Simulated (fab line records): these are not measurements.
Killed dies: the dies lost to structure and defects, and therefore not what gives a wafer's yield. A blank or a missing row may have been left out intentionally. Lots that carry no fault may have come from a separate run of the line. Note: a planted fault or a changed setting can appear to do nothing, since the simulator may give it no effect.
A lot that was struck, set against a sound lot + flow nandHarc + 14 steps out of a route of 1302
Sound: these wafers, L840.3, L840.4, L840.5. Struck: wafers L839.1, L839.5. (L839.6 of the same lot was not struck and is left out.) The cause comes at the end.
For every step that has rows: the tool of each side, followed by ch and its chambers, followed by its first start. Under that, the readings that differ: sound wafers + struck wafers + difference of the means + sigmas: that difference in standard deviations of wafers without a fault.
alike: readings with means less than 2 such deviations apart, plus words and numbers identical on both sides. not compared: withheld readings, readings lacking a value on some wafer, bounds such as >300 that could conceal the same value, and numbers that have no deviation in the record and whose values overlap.
Wherever a step has rows on one side only, a row that says differs or no value, or a row with sigmas, the two part there. Numbers that have no deviation but don't overlap get no sigmas and don't part them. A reading missing from all wafers of one side parts the sides only when that side holds two or more wafers.

first, 7 steps without rows for these wafers: NHARC_A_STAIRCASE_COAT_211; NHARC_A_STAIRCASE_SOFTBAKE_212 (time 170 s); NHARC_A_STAIRCASE_EBR_213; NHARC_A_STAIRCASE_EXPOSE_214 (exposes mask STAIR 3); NHARC_A_STAIRCASE_PEB_215 (peb time 130 s); NHARC_A_STAIRCASE_DEVELOP_216 (time 140 s); NHARC_A_STAIRCASE_HARDBAKE_218 (time 140 s).
NHARC_A_STAIRCASE_DESCUM_219: chemistry O2, time 3 s.
  sound on rieDiel-01 ch 1,3, day 19 00:22; struck on rieDiel-08 ch 0,1, day 19 00:31
  alike: drypumpMotorCurrentA, oesProductAu, rfVppV, showerheadPlenumPTorr, throttleValvePct
  not compared: rfHoursCounterH
NHARC_A_STAIRCASE_TRIM_220: chemistry O2, time 211.2 s.
  sound on rieDiel-01 ch 1,2, day 19 00:26; struck on rieDiel-08 ch 0,2, day 19 00:37
  alike: drypumpMotorCurrentA, oesProductAu, rfVppV, showerheadPlenumPTorr, throttleValvePct
  not compared: rfHoursCounterH
NHARC_A_STAIRCASE_ETCH_221: etches the open film in C4F8/O2, target depth 100 nm, time 40.5 s.
  sound: rieDiel-01 ch 0,3; struck: rieDiel-08 ch 1,2
  alike: oesProductAu, rfVppV, runLengthS
  not compared: rfHoursCounterH
NHARC_A_STAIRCASE_TRIM_222: chemistry O2, time 211.2 s.
  sound: rieDiel-01 ch 0,1,3; struck: rieDiel-08 ch 1,2
  alike: drypumpMotorCurrentA, oesProductAu, rfVppV, showerheadPlenumPTorr, throttleValvePct
  not compared: rfHoursCounterH
NHARC_A_STAIRCASE_ETCH_223: etches the open film in C4F8/O2, target depth 100 nm, time 40.5 s.
  sound on rieDiel-01 ch 1,3, day 19 00:49; struck on rieDiel-08 ch 0, day 19 00:58
| reading        | sound          | struck    | difference | sigmas |
|----------------|----------------|-----------|------------|--------|
| runLengthS (s) | 61.4 62.1 61.0 | 72.5 72.5 | +11.0      | +22    |
  alike: oesProductAu, rfVppV
  not compared: rfHoursCounterH
NHARC_A_STAIRCASE_TRIM_224: chemistry O2, time 211.2 s.
  sound: rieDiel-01 ch 0,2,3; struck: rieDiel-08 ch 0,2
  alike: drypumpMotorCurrentA, oesProductAu, rfVppV, showerheadPlenumPTorr, throttleValvePct
  not compared: rfHoursCounterH
-- jump in the record: it breaks off in module A_STAIRCASE and resumes in module END (first step shown: number 1302 of the route), and 8 days separate the struck wafers' starts before and after --
NHARC_END_SORT_01:
  at this point the record logs the struck wafers (prober-01 ch 0, day 27 02:39) and has no rows for the sound ones

WHERE THEY PART
Earliest at NHARC_A_STAIRCASE_ETCH_223; latest, in this record, at NHARC_END_SORT_01.

WHY: what had been put in by the simulator
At NHARC_A_STAIRCASE_ETCH_223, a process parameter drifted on rieDiel-08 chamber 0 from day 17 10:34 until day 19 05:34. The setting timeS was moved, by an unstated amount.
